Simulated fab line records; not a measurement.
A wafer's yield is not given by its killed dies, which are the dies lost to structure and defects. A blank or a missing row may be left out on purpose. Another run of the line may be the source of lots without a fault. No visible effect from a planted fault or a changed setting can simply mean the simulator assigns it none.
Matching of chambers    flow n5_finfet    4 sister chambers for N5_BEOL_M14_STRIP_37 on rie_diel-04
The step strips in O2. 8 wafers are shown with their chamber, then 9 later ones without.

WAFERS, EACH WITH ITS CHAMBER
wafer   chamber  drypump_motor_current_A (A)  showerhead_plenum_p_Torr (Torr)
L079.2  1        5.7                          1.98
L085.3  1        5.7                          1.98
L089.2  3        5.8                          2.06
L089.5  3        5.8                          2.06
L092.6  2        6.8                          2.04
L090.1  0        5.0                          2.01
L090.3  2        6.7                          2.03
L090.6  0        4.9                          2.01

WAFERS MISSING THEIR CHAMBER
wafer   drypump_motor_current_A (A)  showerhead_plenum_p_Torr (Torr)
L088.3  4.9                          2.01
L088.5  6.8                          2.03
L088.6  4.9                          2.01
L094.3  6.8                          2.03
L094.5  4.9                          2.01
L094.6  5.7                          2.24
L097.1  5.8                          2.06
L097.3  5.7                          2.24
L097.4  5.0                          2.01

EACH ONE'S CHAMBER
wafer    from the rows above   in truth
L088.3   0                     0
L088.5   2                     2
L088.6   0                     0
L094.3   2                     2
L094.5   0                     0
L094.6   3                     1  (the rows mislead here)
L097.1   3                     3
L097.3   3                     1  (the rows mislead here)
L097.4   0                     0
Correct placement for 7 of the 9. Can't be placed from these rows: 0. Wrongly placed: 2.
How it was worked out, from the rows above alone: a wafer's distance from a chamber is the root of the sum, over the readings, of the square of ((its reading less the chamber's mean) divided by the reading's scatter). If the next closest chamber is less than 2 further off than the closest, the wafer can't be placed; otherwise it belongs to the closest. A chamber's mean is the mean of its shown wafers. The scatter: the root of (the sum of the squares of (reading less its chamber's mean) over the shown wafers, divided by (wafers less chambers)).
